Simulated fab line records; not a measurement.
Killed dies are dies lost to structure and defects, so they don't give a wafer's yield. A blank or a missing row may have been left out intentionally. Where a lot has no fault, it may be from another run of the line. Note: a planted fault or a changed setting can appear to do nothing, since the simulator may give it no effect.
A sampling plan put to the test + flow nand_harc + 24 faults told of in these records, all on one fab line, each judged by the records of the lots it struck
Plan = the line's own looks (route steps where a gauge or an inspection reads the wafer without altering it). Where struck wafers have a number at a look and the file lists that look's usual mean and standard deviation on fault-free wafers, the look can be judged. Caught: at a look after the fault's first step, the mean of the struck wafers lies 4 or more of those standard deviations (sigma) from the usual mean. On the tool: the fault's steps, tested the same way using the tool's own readings. If the struck wafers alone have a blank record, or they carry another recipe, that too counts as caught.

== THE FAULTS, as the simulator had put them in ==
1. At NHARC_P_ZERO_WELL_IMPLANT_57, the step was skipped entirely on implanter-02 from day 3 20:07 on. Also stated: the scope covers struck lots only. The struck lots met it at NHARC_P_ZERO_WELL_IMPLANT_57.
2. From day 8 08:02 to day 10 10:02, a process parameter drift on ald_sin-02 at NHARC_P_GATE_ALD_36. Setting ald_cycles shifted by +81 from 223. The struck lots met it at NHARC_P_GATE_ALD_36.
3. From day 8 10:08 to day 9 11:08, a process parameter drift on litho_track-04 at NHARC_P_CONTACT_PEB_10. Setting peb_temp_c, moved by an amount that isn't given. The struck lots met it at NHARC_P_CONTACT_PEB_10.
4. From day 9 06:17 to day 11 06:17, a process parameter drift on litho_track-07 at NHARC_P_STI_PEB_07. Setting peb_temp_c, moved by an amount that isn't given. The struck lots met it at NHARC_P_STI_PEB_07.
5. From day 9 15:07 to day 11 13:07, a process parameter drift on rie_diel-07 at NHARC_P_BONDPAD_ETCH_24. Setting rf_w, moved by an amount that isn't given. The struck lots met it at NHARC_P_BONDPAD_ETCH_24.
6. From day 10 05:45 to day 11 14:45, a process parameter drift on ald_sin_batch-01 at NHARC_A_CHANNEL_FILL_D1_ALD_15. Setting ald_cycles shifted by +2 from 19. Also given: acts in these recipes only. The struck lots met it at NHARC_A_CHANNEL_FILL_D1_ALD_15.
7. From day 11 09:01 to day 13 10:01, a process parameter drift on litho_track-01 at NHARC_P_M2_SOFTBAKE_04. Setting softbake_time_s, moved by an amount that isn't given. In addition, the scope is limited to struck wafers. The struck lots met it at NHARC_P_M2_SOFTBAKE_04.
8. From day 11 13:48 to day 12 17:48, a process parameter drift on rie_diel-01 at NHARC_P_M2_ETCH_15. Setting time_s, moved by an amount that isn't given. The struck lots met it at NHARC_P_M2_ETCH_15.
9. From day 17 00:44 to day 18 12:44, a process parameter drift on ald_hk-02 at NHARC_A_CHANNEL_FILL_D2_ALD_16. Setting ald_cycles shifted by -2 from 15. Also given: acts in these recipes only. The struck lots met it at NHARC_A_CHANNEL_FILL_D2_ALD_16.
10. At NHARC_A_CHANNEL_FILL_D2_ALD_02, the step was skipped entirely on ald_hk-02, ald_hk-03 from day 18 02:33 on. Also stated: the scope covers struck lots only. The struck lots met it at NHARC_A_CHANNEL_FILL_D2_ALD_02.
11. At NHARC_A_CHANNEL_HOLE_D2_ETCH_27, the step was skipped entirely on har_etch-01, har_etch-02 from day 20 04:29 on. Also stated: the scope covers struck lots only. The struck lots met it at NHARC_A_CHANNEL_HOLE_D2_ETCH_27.
12. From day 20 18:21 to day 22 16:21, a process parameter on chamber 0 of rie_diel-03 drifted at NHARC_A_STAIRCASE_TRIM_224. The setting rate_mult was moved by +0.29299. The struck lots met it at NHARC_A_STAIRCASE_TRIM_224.
13. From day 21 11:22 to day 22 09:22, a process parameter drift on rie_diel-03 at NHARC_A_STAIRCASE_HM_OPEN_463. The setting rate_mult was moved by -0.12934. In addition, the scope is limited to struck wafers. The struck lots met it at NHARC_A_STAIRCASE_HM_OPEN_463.
14. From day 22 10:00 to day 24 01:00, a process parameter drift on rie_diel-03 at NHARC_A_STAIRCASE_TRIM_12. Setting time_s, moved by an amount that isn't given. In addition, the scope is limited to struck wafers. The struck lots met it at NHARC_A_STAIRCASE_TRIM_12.
15. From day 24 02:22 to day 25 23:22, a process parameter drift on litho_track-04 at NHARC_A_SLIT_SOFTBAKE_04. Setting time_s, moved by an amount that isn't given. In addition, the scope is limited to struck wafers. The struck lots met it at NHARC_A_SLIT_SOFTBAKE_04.
16. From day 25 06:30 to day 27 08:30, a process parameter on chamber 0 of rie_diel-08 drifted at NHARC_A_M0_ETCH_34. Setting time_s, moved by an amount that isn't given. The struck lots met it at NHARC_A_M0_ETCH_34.
17. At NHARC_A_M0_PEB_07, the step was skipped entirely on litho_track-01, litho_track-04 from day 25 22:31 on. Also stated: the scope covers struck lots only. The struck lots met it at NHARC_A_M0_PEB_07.
18. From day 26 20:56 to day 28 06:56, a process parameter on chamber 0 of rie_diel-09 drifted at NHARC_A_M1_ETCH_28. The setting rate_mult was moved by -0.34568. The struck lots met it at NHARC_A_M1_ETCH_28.
19. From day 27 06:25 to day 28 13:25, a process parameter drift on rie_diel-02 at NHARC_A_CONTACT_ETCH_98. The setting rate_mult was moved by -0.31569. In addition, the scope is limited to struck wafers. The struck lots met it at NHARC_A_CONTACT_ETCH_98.
20. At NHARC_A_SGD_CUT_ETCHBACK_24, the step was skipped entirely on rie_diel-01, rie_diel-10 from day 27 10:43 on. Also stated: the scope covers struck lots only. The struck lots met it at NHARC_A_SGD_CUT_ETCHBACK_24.
21. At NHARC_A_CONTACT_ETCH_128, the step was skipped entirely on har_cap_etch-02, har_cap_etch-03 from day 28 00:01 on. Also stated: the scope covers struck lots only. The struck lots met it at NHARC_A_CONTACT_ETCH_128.
22. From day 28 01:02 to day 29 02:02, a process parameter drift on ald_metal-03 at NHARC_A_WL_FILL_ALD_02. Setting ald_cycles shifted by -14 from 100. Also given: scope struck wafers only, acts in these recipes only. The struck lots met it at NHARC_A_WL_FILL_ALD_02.
23. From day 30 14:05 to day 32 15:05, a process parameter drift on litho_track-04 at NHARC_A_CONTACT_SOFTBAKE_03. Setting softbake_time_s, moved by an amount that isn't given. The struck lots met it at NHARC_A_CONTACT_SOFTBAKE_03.
24. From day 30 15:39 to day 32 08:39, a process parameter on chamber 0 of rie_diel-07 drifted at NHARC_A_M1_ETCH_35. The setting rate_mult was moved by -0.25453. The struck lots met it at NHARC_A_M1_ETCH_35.

== WHAT THE PLAN SAW ==
| fault | on the tool itself                               | first look that catches it                   | reading, sigma                                            | median hours from its first step to that look | hours from the fault's start to the first struck lot there | judged looks passed uncaught |
|-------|--------------------------------------------------|----------------------------------------------|-----------------------------------------------------------|-----------------------------------------------|------------------------------------------------------------|------------------------------|
| 1     | the tool's record is blank for the struck wafers | not the one look that can be judged after it | -                                                         | -                                             | -                                                          | 1                            |
| 2     | under 2 sigma                                    | no look after it can be judged               | -                                                         | -                                             | -                                                          | 0                            |
| 3     | plate_temp_C -18 sigma                           | no look after it can be judged               | -                                                         | -                                             | -                                                          | 0                            |
| 4     | plate_temp_C -15 sigma                           | NHARC_P_STI_CD_MEAS_09                       | cd_nm -9.8                                                | 0.1                                           | 24                                                         | 0                            |
| 5     | rf_fwd_power_W -99 or beyond sigma               | no look after it can be judged               | -                                                         | -                                             | -                                                          | 0                            |
| 6     | under 2 sigma                                    | no look after it can be judged               | -                                                         | -                                             | -                                                          | 0                            |
| 7     | heater_power_total_W +99 or beyond sigma         | not the one look that can be judged after it | strongest: killed_at_periphery at NHARC_END_SORT_01, +2.0 | -                                             | -                                                          | 1                            |
| 8     | run_length_s -21 sigma                           | not the one look that can be judged after it | -                                                         | -                                             | -                                                          | 1                            |
| 9     | under 2 sigma                                    | no look after it can be judged               | -                                                         | -                                             | -                                                          | 0                            |
| 10    | the tool's record is blank for the struck wafers | no look after it can be judged               | -                                                         | -                                             | -                                                          | 0                            |
| 11    | the tool's record is blank for the struck wafers | no look after it can be judged               | -                                                         | -                                             | -                                                          | 0                            |
| 12    | oes_product_au +26 sigma                         | no look after it can be judged               | -                                                         | -                                             | -                                                          | 0                            |
| 13    | oes_product_au -9.9 sigma                        | no look after it can be judged               | -                                                         | -                                             | -                                                          | 0                            |
| 14    | run_length_s +60 sigma                           | no look after it can be judged               | -                                                         | -                                             | -                                                          | 0                            |
| 15    | heater_power_total_W +51 sigma                   | not the one look that can be judged after it | -                                                         | -                                             | -                                                          | 1                            |
| 16    | run_length_s -33 sigma                           | not the one look that can be judged after it | -                                                         | -                                             | -                                                          | 1                            |
| 17    | the tool's record is blank for the struck wafers | no look after it can be judged               | -                                                         | -                                             | -                                                          | 0                            |
| 18    | oes_product_au -29 sigma                         | no look after it can be judged               | -                                                         | -                                             | -                                                          | 0                            |
| 19    | oes_product_au -9.4 sigma                        | no look after it can be judged               | -                                                         | -                                             | -                                                          | 0                            |
| 20    | the tool's record is blank for the struck wafers | no look after it can be judged               | -                                                         | -                                             | -                                                          | 0                            |
| 21    | the tool's record is blank for the struck wafers | no look after it can be judged               | -                                                         | -                                             | -                                                          | 0                            |
| 22    | under 2 sigma                                    | not the one look that can be judged after it | -                                                         | -                                             | -                                                          | 1                            |
| 23    | heater_power_total_W +99 or beyond sigma         | not the one look that can be judged after it | -                                                         | -                                             | -                                                          | 1                            |
| 24    | oes_product_au -23 sigma                         | no look after it can be judged               | -                                                         | -                                             | -                                                          | 0                            |
A dash: the fault is not caught, or the number is missing from these records.

Caught at a look: 1 of 24. Caught on the tool: 20 of 24. By one or the other: 20 of 24.
Faults 1, 3, 5, 7, 8, 10, 11, 12, 13, 14, 15, 16, 17, 18, 19, 20, 21, 23, 24 were caught on the tool alone.
Caught by neither: faults 2, 6, 9, 22.

== THINNER SAMPLING ==
In the worst case, this is how late the first struck lot would be measured if the look that catches a fault measured only every second or every third lot, by lot number:
| fault | struck lots at that look, in order of time | every lot | every second lot | every third lot |
|-------|--------------------------------------------|-----------|------------------|-----------------|
| 4     | L557, L559                                 | 24 h      | may miss all 2   | may miss all 2  |
The hour figures run from when the fault began to the first measured lot among those it struck. 4 sigma limit: tested on the pooled struck wafers, so a lone lot may be under it. Other struck lots may not be in these records.

== THE LONGEST TIMED WAY FROM STEP TO LOOK ==
Fault 4: median gap of 0.1 hours between NHARC_P_STI_PEB_07 and NHARC_P_STI_CD_MEAS_09. No look between them can be judged.
